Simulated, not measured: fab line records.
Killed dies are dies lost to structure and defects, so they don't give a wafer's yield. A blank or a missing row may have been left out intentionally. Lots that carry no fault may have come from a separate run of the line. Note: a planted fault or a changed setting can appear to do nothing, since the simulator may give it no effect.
fab line records	flow n5_finfet	part 2 of 2: steps 5 to 6 of 6
record lots=22	wafers=66	last_day=17
route steps=1938 shown BEOL_M12@1658 BEOL_M13@1696 BEOL_M14@1727
lots that met no fault: taken from a fault-free run of the same line
start_h: hours from the record's opening day to when the first of the lot's shown wafers began	wait_h: hours elapsed since this lot's preceding step	" unchanged from the row above	L1.1+2: a single row standing in for several wafers	- no value, or no start was given	* or withheld: withheld	< > ~ a bound
route shown NAME@n: NAME is a module with steps in the file, n the number in the route of the first one	usual: the fault-free wafers' mean and standard deviation	same: alike in all rows	chamber/n: place in a boat	sites: each site's reading	_std_site: how widely they spread, as a standard deviation	_edge_site: outer sites' mean less inner sites'	radius_mm: for every site, how far away it sits from the centre of the wafer	mask NAME#n: copy n	behind: tool/chamber where the wafer was last shaped	hold: why the lot was held/for how many hours/how that ended	device: names the non-switching transistor (n, p or np)	end of line: tests run on the same wafers once the route is complete	for a step that has no rows: nothing shown but its recipe	killed: at the first sort, the dies lost to defects and structure; wafer yield is something else	map: dies across one wafer; x = killed, . = not, _ = none there
set.NAME: the setting as run; set.NAME@STEP: as run at that earlier step	model.NAME: the simulator's own value behind a step, which no gauge read
route steps across a sampled set of lots; one table per step, one row per wafer
services: the hour from which a tool's chamber was out of use, counted from the record's first day as start_h (under 0 if before that day), plus the number of hours and why
## steps
# step N5_BEOL_M14_DESCUM_15
# recipe chemistry=O2	time_s=7.9	source_power_w=50	bias_power_w=20	pressure_mtorr=20	rf_frequency_hz=2.712e+07	temp_c=40	o2_flow_sccm=225
# usual bias_power_w=19.99/0.066	drypump_motor_current_A=5.6/0.53	oes_product_au=0.81/0.084	rf_vpp_V=243.1/1.2	showerhead_plenum_p_Torr=2.09/0.065	temp_c=40.00/0.096	throttle_valve_pct=20.40/0.23
lot.wafer	tool	chamber	start_h	wait_h	bias_power_w	drypump_motor_current_A	oes_product_au	rf_hours_counter_h	rf_vpp_V	showerhead_plenum_p_Torr	temp_c	throttle_valve_pct
L074.1	rie_diel-04	2	245.75	0.0	20.04	6.5	0.88	36	245.4	2.22	40.02	20.35
L074.2	"	1	"	"	20.04	5.6	0.68	236	242.6	2.06	39.89	20.44
L074.3	"	3	"	"	19.99	5.6	0.71	215	241.8	1.98	40.00	20.22
L076.1	rie_diel-06	0	251.55	0.3	19.89	5.5	0.74	166	244.6	2.17	39.93	20.60
L076.2	"	3	"	"	19.94	6.8	0.73	196	244.5	2.17	40.04	20.63
L076.4	"	0	"	"	19.97	5.5	0.73	-	242.8	2.17	39.92	20.57
L077.1	rie_diel-01	0	259.27	0.0	20.00	5.4	0.89	38	244.6	2.14	39.96	20.67
L077.5	"	0	"	"	20.17	5.4	0.90	-	243.7	2.14	39.99	20.67
L077.6	"	1	"	"	19.94	4.8	0.87	-	243.1	2.03	40.06	20.09
L075.1	rie_diel-01	2	260.54	0.4	19.92	5.5	0.70	206	243.3	2.07	40.18	20.30
L075.2	"	1	"	"	20.19	4.9	0.87	52	241.7	2.03	40.01	20.11
L075.4	"	3	"	"	19.99	5.8	0.87	61	244.6	2.13	39.93	20.42
L078.1	rie_diel-06	3	262.49	0.0	19.95	6.8	0.73	201	245.1	2.17	40.07	20.63
L078.2	"	2	"	"	19.96	5.4	0.89	36	241.7	2.04	40.04	20.29
L078.3	"	0	"	"	20.04	5.5	0.73	171	244.4	2.17	40.12	20.61
L079.1	rie_diel-06	2	269.57	0.0	19.98	5.4	0.87	38	243.4	2.04	40.10	20.30
L079.2	"	0	"	"	20.07	5.5	0.73	173	244.9	2.17	39.99	20.59
L079.3	"	3	"	"	20.00	6.8	0.72	203	243.5	2.17	39.82	20.64
L080.2	rie_diel-01	1	283.41	0.0	19.92	4.9	0.85	61	241.6	2.03	40.06	20.13
L080.5	"	2	"	"	19.99	5.5	0.70	-	241.1	2.07	39.94	20.33
L080.6	"	1	"	"	19.97	4.8	0.85	-	242.5	2.03	39.80	20.12
L081.1	rie_diel-01	0	285.97	0.0	20.04	5.3	0.88	48	243.2	2.14	39.97	20.69
L081.2	"	1	"	"	19.91	4.8	0.86	62	244.0	2.03	40.06	20.10
L081.6	"	0	"	"	20.01	5.3	0.88	-	244.3	2.14	40.03	20.69
L082.2	rie_diel-01	3	288.27	0.0	20.07	5.8	0.85	71	243.2	2.13	39.87	20.43
L082.5	"	1	"	"	19.92	4.9	0.85	-	242.2	2.03	40.03	20.12
L082.6	"	0	"	"	19.98	5.4	0.88	-	242.7	2.13	40.09	20.70
L083.1	rie_diel-01	3	299.38	0.2	19.98	5.8	0.83	74	243.4	2.13	39.89	20.44
L083.3	"	1	"	"	19.84	4.8	0.84	66	243.8	2.03	40.09	20.12
L083.5	"	1	"	"	19.87	4.9	0.84	-	242.9	2.03	40.03	20.12
L084.1	rie_diel-04	1	303.02	0.0	19.99	5.6	0.97	1	242.0	2.06	39.96	20.10
L084.3	"	0	"	"	19.95	5.6	0.89	30	241.6	2.05	40.01	20.56
L084.6	"	1	"	"	19.96	5.6	0.97	-	242.6	2.06	39.99	20.07
L086.2	rie_diel-04	1	310.23	0.0	20.00	5.6	0.95	5	243.1	2.06	39.99	20.06
L086.5	"	0	"	"	19.97	5.6	0.89	-	243.1	2.05	39.96	20.57
L086.6	"	1	"	"	19.93	5.6	0.94	-	241.5	2.05	39.83	20.10
L085.3	rie_diel-06	2	313.20	0.0	19.97	5.4	0.85	55	243.5	2.03	40.02	20.31
L085.4	"	0	"	"	20.03	5.5	0.71	-	244.6	2.16	39.89	20.65
L085.5	"	3	"	"	20.03	6.9	0.71	-	243.6	2.16	40.14	20.66
L087.3	rie_diel-06	3	317.49	0.0	19.98	6.8	0.70	225	244.5	2.16	40.05	20.67
L087.5	"	1	"	"	20.05	5.3	0.96	-	242.3	2.05	39.93	20.00
L087.6	"	2	"	"	19.86	5.4	0.85	-	242.5	2.03	39.93	20.31
L088.1	rie_diel-04	0	318.23	0.0	20.00	5.6	0.88	36	242.2	2.05	40.07	20.58
L088.3	"	3	"	"	20.09	5.6	0.69	245	240.5	1.97	40.12	20.26
L088.4	"	1	"	"	20.13	5.6	0.95	7	244.3	2.05	39.76	20.09
L089.1	rie_diel-01	3	328.73	0.0	19.88	5.7	0.82	85	243.8	2.12	40.11	20.44
L089.3	"	2	"	"	19.94	5.5	0.68	231	243.4	2.06	40.06	20.33
L089.6	"	1	"	"	19.87	4.9	0.84	-	242.3	2.02	40.00	20.15
L090.1	rie_diel-06	3	351.56	0.0	20.01	6.8	0.70	237	242.4	2.16	39.99	20.70
L090.3	"	1	"	"	19.99	5.4	0.91	14	242.9	2.04	40.11	20.03
L090.5	"	1	"	"	19.99	5.4	0.92	-	243.2	2.04	40.08	20.04
L091.1	rie_diel-06	1	351.97	0.0	20.09	5.3	0.91	14	242.1	2.04	39.86	20.03
L091.5	"	2	"	"	20.01	5.4	0.83	-	243.9	2.03	39.94	20.33
L091.6	"	3	"	"	20.04	6.8	0.69	-	245.9	2.16	39.85	20.68
L092.1	rie_diel-04	0	357.20	0.0	19.94	5.6	0.86	49	243.1	2.05	39.86	20.58
L092.2	"	1	"	"	19.93	5.6	0.90	21	242.8	2.05	40.04	20.11
L092.3	"	3	"	"	20.03	5.6	0.95	2	243.9	2.23	39.98	19.85
L094.2	rie_diel-06	3	360.63	0.0	20.04	6.8	0.69	240	243.4	2.16	40.13	20.69
L094.4	"	0	"	"	19.92	5.5	0.70	212	243.8	2.15	40.23	20.67
L094.6	"	1	"	"	20.05	5.4	0.90	-	243.1	2.04	39.97	20.04
L093.1	rie_diel-06	1	361.04	0.0	20.00	5.3	0.90	18	240.9	2.04	40.16	20.03
L093.2	"	2	"	"	20.03	5.4	0.84	74	241.0	2.03	40.03	20.34
L093.4	"	3	"	"	20.05	6.8	0.70	240	243.7	2.16	39.87	20.68
L097.3	rie_diel-06	2	386.34	0.2	20.08	5.4	0.81	82	241.8	2.03	39.97	20.35
L097.4	"	1	"	"	19.87	5.3	0.88	26	242.9	2.04	40.02	20.04
L097.5	"	1	"	"	20.01	5.3	0.88	-	242.2	2.04	39.87	20.04
# step N5_BEOL_M14_DESCUM_33
# recipe chemistry=O2	time_s=7.9	source_power_w=50	bias_power_w=20	pressure_mtorr=20	rf_frequency_hz=2.712e+07	temp_c=40	o2_flow_sccm=225
# usual bias_power_w=20.00/0.056	drypump_motor_current_A=5.7/0.54	oes_product_au=0.81/0.081	rf_vpp_V=243.2/1.4	showerhead_plenum_p_Torr=2.09/0.067	temp_c=40.01/0.11	throttle_valve_pct=20.41/0.21
lot.wafer	tool	chamber	start_h	wait_h	bias_power_w	drypump_motor_current_A	oes_product_au	rf_hours_counter_h	rf_vpp_V	showerhead_plenum_p_Torr	temp_c	throttle_valve_pct
L074.1	rie_diel-06	0	246.73	0.0	19.98	5.5	0.74	164	246.7	2.17	39.97	20.59
L074.2	"	2	"	"	19.93	5.4	0.90	28	243.1	2.04	39.99	20.27
L074.3	"	3	"	"	20.05	6.8	0.73	194	243.2	2.17	40.07	20.61
L076.1	rie_diel-04	2	252.65	0.3	20.00	6.5	0.89	38	244.5	2.22	40.11	20.35
L076.2	"	0	"	"	20.09	5.6	0.94	13	242.7	2.06	39.87	20.56
L076.4	"	3	"	"	20.02	5.7	0.72	218	240.8	1.98	40.02	20.21
L077.1	rie_diel-04	0	260.20	0.1	19.99	5.6	0.93	15	242.2	2.06	39.87	20.57
L077.5	"	3	"	"	20.08	5.6	0.71	-	241.8	1.98	39.81	20.21
L077.6	"	2	"	"	20.02	6.5	0.88	-	244.3	2.22	40.03	20.35
L075.1	rie_diel-04	2	261.38	0.0	19.96	6.5	0.89	42	245.1	2.22	40.17	20.34
L075.2	"	3	"	"	20.04	5.6	0.71	221	240.1	1.98	39.99	20.24
L075.4	"	0	"	"	20.02	5.6	0.93	16	242.6	2.06	40.29	20.54
L078.1	rie_diel-06	0	263.46	0.0	19.92	5.5	0.73	172	245.9	2.17	40.07	20.60
L078.2	"	3	"	"	19.95	6.8	0.72	202	244.2	2.17	39.95	20.64
L078.3	"	2	"	"	19.97	5.4	0.88	36	241.8	2.04	40.08	20.29
L079.1	rie_diel-01	0	270.88	0.4	20.02	5.4	0.89	41	243.8	2.14	39.91	20.69
L079.2	"	2	"	"	20.03	5.5	0.71	210	242.7	2.07	39.98	20.33
L079.3	"	3	"	"	20.08	5.8	0.85	64	243.0	2.13	40.10	20.41
L080.2	rie_diel-06	3	284.41	0.2	19.95	6.8	0.72	209	245.2	2.17	39.86	20.64
L080.5	"	3	"	"	19.98	6.8	0.72	-	242.9	2.17	39.81	20.64
L080.6	"	0	"	"	20.07	5.5	0.72	-	244.0	2.16	39.93	20.63
L081.1	rie_diel-01	0	286.87	0.1	20.01	5.3	0.87	48	243.8	2.14	39.97	20.69
L081.2	"	1	"	"	20.08	4.8	0.85	62	241.9	2.03	39.86	20.13
L081.6	"	3	"	"	20.05	5.8	0.85	-	243.8	2.13	39.96	20.40
L082.2	rie_diel-04	0	289.25	0.0	19.83	5.6	0.90	24	242.5	2.06	39.99	20.57
L082.5	"	2	"	"	19.96	6.5	0.86	-	246.4	2.21	40.09	20.39
L082.6	"	3	"	"	19.87	5.6	0.70	-	240.6	1.97	40.08	20.23
L083.1	rie_diel-01	3	300.23	0.0	20.00	5.8	0.84	74	244.2	2.13	39.82	20.42
L083.3	"	2	"	"	20.01	5.5	0.69	221	243.9	2.07	40.00	20.34
L083.5	"	2	"	"	19.99	5.5	0.69	-	242.5	2.07	40.05	20.32
L084.1	rie_diel-06	3	304.00	0.0	20.05	6.8	0.71	218	242.4	2.16	39.77	20.65
L084.3	"	0	"	"	19.97	5.5	0.72	191	243.1	2.16	40.11	20.63
L084.6	"	3	"	"	20.08	6.8	0.71	-	245.5	2.16	39.99	20.65
L086.2	rie_diel-01	0	311.34	0.3	20.00	5.4	0.86	57	245.6	2.13	39.91	20.70
L086.5	"	1	"	"	19.94	4.9	0.85	-	242.9	2.02	40.01	20.14
L086.6	"	2	"	"	20.08	5.5	0.69	-	242.9	2.06	40.01	20.33
L085.3	rie_diel-06	1	314.18	0.0	20.05	5.4	0.99	0	241.8	2.05	40.12	20.00
L085.4	"	0	"	"	19.89	5.6	0.72	196	244.5	2.16	39.99	20.64
L085.5	"	2	"	"	19.93	5.4	0.86	-	241.4	2.04	40.12	20.31
L087.3	rie_diel-06	3	318.46	0.0	19.95	6.8	0.71	225	245.1	2.16	39.85	20.67
L087.5	"	2	"	"	19.98	5.4	0.86	-	243.9	2.03	39.95	20.32
L087.6	"	3	"	"	20.04	6.8	0.71	-	242.6	2.16	39.71	20.68
L088.1	rie_diel-06	2	319.08	0.0	20.02	5.3	0.85	58	242.5	2.03	40.03	20.32
L088.3	"	3	"	"	20.00	6.8	0.71	226	244.6	2.16	39.80	20.68
L088.4	"	1	"	"	19.94	5.3	0.95	2	241.5	2.05	39.86	20.01
L089.1	rie_diel-01	3	330.11	0.4	20.02	5.8	0.83	85	243.3	2.12	40.24	20.44
L089.3	"	0	"	"	19.98	5.4	0.85	63	244.2	2.13	40.02	20.70
L089.6	"	1	"	"	19.97	4.8	0.83	-	241.9	2.02	40.01	20.13
L090.1	rie_diel-01	1	352.87	0.4	20.03	4.8	0.83	84	241.4	2.02	40.27	20.15
L090.3	"	0	"	"	20.02	5.3	0.84	71	243.5	2.13	39.97	20.74
L090.5	"	1	"	"	20.03	4.8	0.82	-	242.6	2.02	40.13	20.15
L091.1	rie_diel-01	3	353.45	0.7	20.10	5.7	0.81	94	242.7	2.12	39.97	20.46
L091.5	"	1	"	"	20.01	4.9	0.81	-	242.9	2.02	40.06	20.16
L091.6	"	0	"	"	20.00	5.4	0.84	-	243.3	2.13	40.04	20.73
L092.1	rie_diel-01	3	358.21	0.1	19.99	5.8	0.82	96	241.9	2.12	39.93	20.45
L092.2	"	2	"	"	20.03	5.5	0.68	240	242.9	2.06	40.20	20.34
L092.3	"	0	"	"	20.06	5.4	0.83	74	243.0	2.13	40.05	20.75
L094.2	rie_diel-04	3	361.79	0.3	19.88	5.7	0.95	4	245.5	2.23	40.04	19.88
L094.4	"	0	"	"	20.00	5.6	0.85	52	241.8	2.05	39.96	20.62
L094.6	"	0	"	"	20.08	5.6	0.86	-	243.0	2.05	40.14	20.59
L093.1	rie_diel-06	2	362.09	0.1	19.98	5.4	0.83	74	242.1	2.03	40.03	20.35
L093.2	"	1	"	"	19.98	5.3	0.91	18	242.4	2.04	40.13	20.03
L093.4	"	0	"	"	19.97	5.5	0.71	213	243.9	2.15	39.73	20.66
L097.3	rie_diel-01	0	387.53	0.1	20.04	5.4	0.83	85	243.6	2.12	39.86	20.73
L097.4	"	3	"	"	19.97	5.8	0.81	-	242.5	2.12	40.30	20.45
L097.5	"	1	"	"	19.93	4.9	0.81	-	242.2	2.02	40.12	20.16
## services
tool	chamber	start_h	hours	kind
rie_diel-04	1	217.32	5.2	repair
rie_diel-06	1	242.35	55.8	repair
rie_diel-02	-	243.38	28.1	pm
rie_diel-05	-	253.86	0.2	repair
rie_diel-04	0	265.68	8.2	repair
rie_diel-06	2	272.24	7.4	repair
rie_diel-02	3	290.29	7.6	repair
rie_diel-02	1	297.44	11.5	repair
rie_diel-06	1	298.26	-	clean
rie_diel-06	1	298.26	-	consumable_replace:focus_ring
rie_diel-06	1	298.26	15.7	scheduled_down
rie_diel-06	1	298.26	15.7	vent_cycle
rie_diel-04	2	302.97	9.8	repair
rie_diel-03	0	312.23	12.7	repair
pvd_sputter-02	-	346.69	2.1	repair
pvd_sputter-03	-	357.26	3.2	repair
pvd_sputter-03	-	361.68	0.8	repair
rie_diel-04	3	365.39	33.5	repair
rie_diel-05	1	367.43	4.6	repair
rie_diel-01	3	375.61	9.6	repair
rie_diel-01	2	385.28	-	clean
rie_diel-01	2	385.28	-	consumable_replace:focus_ring
rie_diel-01	2	385.28	18.3	scheduled_down
rie_diel-01	2	385.28	18.3	vent_cycle
